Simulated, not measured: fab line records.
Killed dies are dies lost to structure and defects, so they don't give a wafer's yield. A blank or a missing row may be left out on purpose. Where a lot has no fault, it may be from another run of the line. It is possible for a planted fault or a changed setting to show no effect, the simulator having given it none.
Chamber matching | flow n5Finfet | 4 sister chambers for N5_PMOS_HMC_CHANNEL_EPI_ETCH_38 on rieSi-06
The step etches SiO2 in CF4, target depth 1.5 nm. 7 wafers are shown with their chamber, then 8 later ones without.

## WAFERS PAIRED WITH THEIR CHAMBERS
wafer  | chamber | drypumpMotorCurrentA (A) | throttleValvePct (%)
L078.3 | 2       | 5.4                      | 21.78
L092.3 | 1       | 6.6                      | 21.86
L092.4 | 0       | 6.1                      | 21.88
L092.5 | 1       | 6.6                      | 21.88
L093.1 | 0       | 6.1                      | 21.89
L093.6 | 3       | 4.8                      | 22.11
L094.1 | 3       | 4.9                      | 22.12

## WAFERS MISSING THEIR CHAMBER
wafer  | drypumpMotorCurrentA (A) | throttleValvePct (%)
L094.2 | 5.4                      | 21.76
L094.5 | 6.7                      | 21.88
L095.2 | 6.6                      | 21.88
L095.3 | 6.2                      | 21.90
L095.6 | 4.8                      | 22.11
L096.4 | 5.4                      | 21.76
L096.5 | 4.9                      | 22.13
L096.6 | 5.4                      | 21.76

## WHICH CHAMBER EACH WENT THROUGH
wafer  | from the rows above | in truth
L094.2 | 2                   | 2
L094.5 | 1                   | 1
L095.2 | 1                   | 1
L095.3 | 0                   | 0
L095.6 | 3                   | 3
L096.4 | 2                   | 2
L096.5 | 3                   | 3
L096.6 | 2                   | 2
8 of 8 placed correctly. Number that these rows cannot place: 0. 0 placed wrongly.
How it was worked out, from the rows above alone: a wafer's distance from a chamber is the root of the sum, over the readings, of the square of ((its reading less the chamber's mean) divided by the reading's scatter). The wafer belongs to the nearest chamber; if the next one is less than 2 further off, it can't be placed. Each chamber's mean is taken over the wafers shown for it. The scatter: the root of (the sum of the squares of (reading less its chamber's mean) over the shown wafers, divided by (wafers less chambers)).
